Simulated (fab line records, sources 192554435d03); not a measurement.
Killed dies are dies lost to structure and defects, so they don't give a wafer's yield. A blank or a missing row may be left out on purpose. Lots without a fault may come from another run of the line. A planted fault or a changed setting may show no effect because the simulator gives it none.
One fault seen from 3 desks | flow n5_finfet | each desk has only its own numbers; what lay behind them comes last

THE TOOL OWNER'S DESK: rie_diel-04
The tool's own readings at N5_BEOL_M1_ETCH_70 (etches SOC in N2/H2, target depth 80 nm, overetch 16 nm, time 120 s): means of the sampled wafers that have a number, for each lot that ran on this tool. A lot is out of limits, marked OUT, if its mean lies more than 4 standard deviations from the usual mean; the brackets give that distance.
Columns: A = drypump_motor_current_A at N5_BEOL_M1_ETCH_70, usual 5.8 A; B = oes_product_au at N5_BEOL_M1_ETCH_70, usual 0.57 a.u.; C = rf_vpp_V at N5_BEOL_M1_ETCH_70, usual 523.7 V; D = run_length_s at N5_BEOL_M1_ETCH_70, usual 143.5 s; E = showerhead_plenum_p_Torr at N5_BEOL_M1_ETCH_70, usual 2.54 Torr; F = throttle_valve_pct at N5_BEOL_M1_ETCH_70, usual 17.94 %
lot  | first seen here | A   | B    | C     | D               | E    | F
L574 | day 7 00:28     | 5.9 | 0.57 | 522.8 | 143.4           | 2.50 | 17.99
L585 | day 9 15:49     | 5.6 | 0.64 | 523.3 | 127.7 (-32) OUT | 2.52 | 18.02
This desk's finding: out of limits on L585; first on L585, day 9 15:49 (run_length_s at N5_BEOL_M1_ETCH_70). In limits: L574.

THE METROLOGY DESK
What the gauges read, lot by lot, whatever tool the lot ran on: means of the sampled wafers that have a number. A lot is out of limits, marked OUT, if its mean lies more than 4 standard deviations from the usual mean; the brackets give that distance. Of its 12 readings 7 are shown: those that lie furthest out on some lot.
Columns: A = cd_nm at N5_BEOL_M1_CD_MEAS_28, usual 24.01 nm; B = IOFF_N at N5_BEOL_M4_RC_MEAS_101, usual 0.157 nA/um; C = IOFF_P at N5_BEOL_M4_RC_MEAS_101, usual 0.22 nA/um; D = ION_N at N5_BEOL_M4_RC_MEAS_101, usual 675 uA/um; E = ION_P at N5_BEOL_M4_RC_MEAS_101, usual 465 uA/um; F = VT_N at N5_BEOL_M4_RC_MEAS_101, usual 249.8 mV; G = VT_P at N5_BEOL_M4_RC_MEAS_101, usual -249 mV
lot  | first seen here | A     | B     | C    | D   | E   | F     | G
L574 | day 6 17:44     | 24.14 | 0.155 | 0.19 | 678 | 457 | 249.3 | -251
L576 | day 7 05:36     | 24.20 | 0.171 | 0.24 | 684 | 473 | 248.6 | -249
L585 | day 9 04:26     | 23.89 | 0.158 | 0.20 | 674 | 456 | 248.6 | -252
L584 | day 9 11:32     | 23.57 | 0.179 | 0.25 | 688 | 473 | 246.2 | -246
L594 | day 11 17:38    | 23.91 | 0.163 | 0.27 | 672 | 470 | 249.1 | -245
This desk's finding: nothing out of limits on any of the 5 lots.

THE DEFECT DESK
What the inspections along the route counted, lot by lot: means of the sampled wafers that have a number. A lot is out of limits, marked OUT, if its mean lies more than 4 standard deviations from the usual mean; the brackets give that distance.
Columns: A = raw_defect_count at N5_BEOL_M1_INSPECT_30, usual 434
lot  | first seen here | A
L574 | day 6 17:49     | 461
L576 | day 7 05:41     | 335
L585 | day 9 04:31     | 388
L584 | day 9 11:37     | 403
L594 | day 11 17:45    | 374
This desk's finding: nothing out of limits on any of the 5 lots.

PUT TOGETHER
The tool owner's desk could have raised an alarm at day 9 15:49, on L585.
The metrology desk saw nothing out of limits.
The defect desk saw nothing out of limits.
The metrology desk has L585 on record, within its limits.
The defect desk has L585 on record, within its limits.
Of the lots named, all ran N5_BEOL_M1_ETCH_70 on rie_diel-04.

WHAT THE SIMULATOR HAD PUT IN
Process parameter drift: rie_diel-04, from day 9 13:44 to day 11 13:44, at N5_BEOL_M1_ETCH_70. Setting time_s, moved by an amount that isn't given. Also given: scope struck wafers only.
Lots struck among those shown: L585.
Hours from the fault's start to each desk's first reading out of limits: the tool owner's desk, 2.
